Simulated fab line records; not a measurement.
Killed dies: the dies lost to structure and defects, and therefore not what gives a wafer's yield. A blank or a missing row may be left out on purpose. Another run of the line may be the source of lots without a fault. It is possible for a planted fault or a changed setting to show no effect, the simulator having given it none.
Chamber matching ; flow n5 finfet ; ald hk-03 running N5_MIM_TOP_ALD_00: 4 sister chambers
The step deposits Al2O3, purge time 3 s, co reactant pulse time 3 s. 16 wafers are shown with their chamber, then 8 later ones without.

## WAFERS PAIRED WITH THEIR CHAMBERS
wafer;chamber;precursor pulse height rel
L381.1;3;0.982
L381.2;0;1.046
L381.5;0;1.009
L382.1;0;0.996
L382.2;2;1.000
L382.5;0;1.006
L385.2;2;1.013
L385.3;0;1.004
L385.6;3;0.970
L388.1;3;0.946
L388.2;1;1.012
L388.5;2;0.995
L394.1;3;0.979
L394.3;2;0.982
L394.5;2;1.037
L399.3;3;1.009

SIGNATURES, as means of the wafers listed above
reading;chamber 0;chamber 1;chamber 2;chamber 3;scatter within a chamber
precursor pulse height rel;1.01220;1.01200;1.00540;0.97720;0.0211
Rule: a wafer's distance from a chamber is the root of the sum, over the readings, of the square of ((its reading less the chamber's mean) divided by the reading's scatter). If the next closest chamber is less than 2 further off than the closest, the wafer can't be placed; otherwise it belongs to the closest. How the scatter is found: for the shown wafers, subtract from each reading the mean of its chamber, square and add these, divide the total by (wafers less chambers), then take the root.

## WAFERS WHOSE CHAMBER IS MISSING
wafer;precursor pulse height rel
L399.5;1.002
L399.6;0.993
L400.1;0.992
L400.4;1.014
L400.5;1.004
L402.2;0.985
L402.5;1.002
L402.6;1.001

## EACH ONE'S CHAMBER
wafer;from the rows above;in truth
L399.5;can't be placed: 2 or 1 or 0 or 3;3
L399.6;can't be placed: 2 or 3 or 1 or 0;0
L400.1;can't be placed: 2 or 3 or 1 or 0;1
L400.4;can't be placed: 0 or 1 or 2 or 3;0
L400.5;can't be placed: 2 or 1 or 0 or 3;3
L402.2;can't be placed: 3 or 2 or 1 or 0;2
L402.5;can't be placed: 2 or 1 or 0 or 3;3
L402.6;can't be placed: 2 or 1 or 0 or 3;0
Correctly placed: 0 of 8. Can't be placed from these rows: 8 (the true chamber is among the candidates in 8). Placed wrongly: 0.
